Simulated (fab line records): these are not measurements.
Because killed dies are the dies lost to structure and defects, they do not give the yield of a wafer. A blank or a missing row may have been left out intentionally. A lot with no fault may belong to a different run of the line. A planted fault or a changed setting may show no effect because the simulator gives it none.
What tool caused it? :: flow nand-harc :: Sampling: 7 lots, 21 wafers, 4 of 1302 route steps

## WHAT THE GAUGES READ, wafer by wafer
NHARC_P_M0_INSPECT_27.
lot: L616
measured: day 6 11:51
on: defect-inspect-02
raw-defect-count: 270 370 260

lot: L622
measured: day 8 22:15
on: defect-inspect-01
raw-defect-count: 275 184 384

lot: L628
measured: day 12 05:50
on: defect-inspect-02
raw-defect-count: 364 466 267

lot: L629
measured: day 12 07:22
on: defect-inspect-02
raw-defect-count: 236 490 471

lot: L632
measured: day 13 04:32
on: defect-inspect-02
raw-defect-count: 228 160 395

lot: L634
measured: day 14 00:50
on: defect-inspect-02
raw-defect-count: 374 343 275

lot: L638
measured: day 16 05:13
on: defect-inspect-02
raw-defect-count: 325 315 355

## EACH LOT AND THE TOOL THAT RAN IT (in order: tool; ch and the chambers of the sampled wafers; start)
lot: L616
NHARC_P_M0_PVD_20: pvd-sputter-03, day 6 10:06 or earlier
NHARC_P_M0_ECD_22: ecd-cu-02 ch 0,1, day 6 10:06
NHARC_P_M0_CMP_23: cmp-03 ch 0,1,2, day 6 11:28

lot: L622
NHARC_P_M0_PVD_20: pvd-sputter-01, day 8 21:06 or earlier
NHARC_P_M0_ECD_22: ecd-cu-01 ch 0,1, day 8 21:06
NHARC_P_M0_CMP_23: cmp-04 ch 0,1, day 8 21:47

lot: L628
NHARC_P_M0_PVD_20: pvd-sputter-01, day 12 04:38 or earlier
NHARC_P_M0_ECD_22: ecd-cu-02 ch 0,1, day 12 04:38
NHARC_P_M0_CMP_23: cmp-02 ch 0,1,2, day 12 05:26

lot: L629
NHARC_P_M0_PVD_20: pvd-sputter-01, day 12 06:10 or earlier
NHARC_P_M0_ECD_22: ecd-cu-02 ch 0,1, day 12 06:10
NHARC_P_M0_CMP_23: cmp-04 ch 1,2,3, day 12 06:55

lot: L632
NHARC_P_M0_PVD_20: pvd-sputter-02, day 13 03:20 or earlier
NHARC_P_M0_ECD_22: ecd-cu-01 ch 0,1, day 13 03:20
NHARC_P_M0_CMP_23: cmp-03 ch 0,1,3, day 13 04:08

lot: L634
NHARC_P_M0_PVD_20: pvd-sputter-03, day 13 23:41 or earlier
NHARC_P_M0_ECD_22: ecd-cu-02 ch 0,1, day 13 23:41
NHARC_P_M0_CMP_23: cmp-02 ch 0,1,2, day 14 00:23

lot: L638
NHARC_P_M0_PVD_20: pvd-sputter-01, day 16 03:58 or earlier
NHARC_P_M0_ECD_22: ecd-cu-01 ch 0,1, day 16 03:58
NHARC_P_M0_CMP_23: cmp-03 ch 0,1,2, day 16 04:47
- NHARC_P_M0_PVD_20: deposits TaN, target thk 5 nm, time 8.06 s.
- NHARC_P_M0_ECD_22: material Cu, target thk 400 nm.
- NHARC_P_M0_CMP_23: polishes, t overpolish 20 s, target thk 117.54 nm.

## THE ANSWER, worked out from the rows above alone
Rule: usual is defined by the lots themselves. The widest of any qualifying gaps counts: lots, ordered by their means at a reading, are off when they make up no more than a third of the lots, leave a main group of 4 or more, and stand apart from it by 3 or more times the standard deviation of that group's means. A main group whose means are all the same, to the digits that the tables above print for the reading, isn't used. A lot without any number at a reading at which 4 lots or more have one is off too. The other lots that the step has rows for count as sound.
No lot is off at any reading shown: from this, nothing can be told.

## WHAT THE SIMULATOR PUT IN
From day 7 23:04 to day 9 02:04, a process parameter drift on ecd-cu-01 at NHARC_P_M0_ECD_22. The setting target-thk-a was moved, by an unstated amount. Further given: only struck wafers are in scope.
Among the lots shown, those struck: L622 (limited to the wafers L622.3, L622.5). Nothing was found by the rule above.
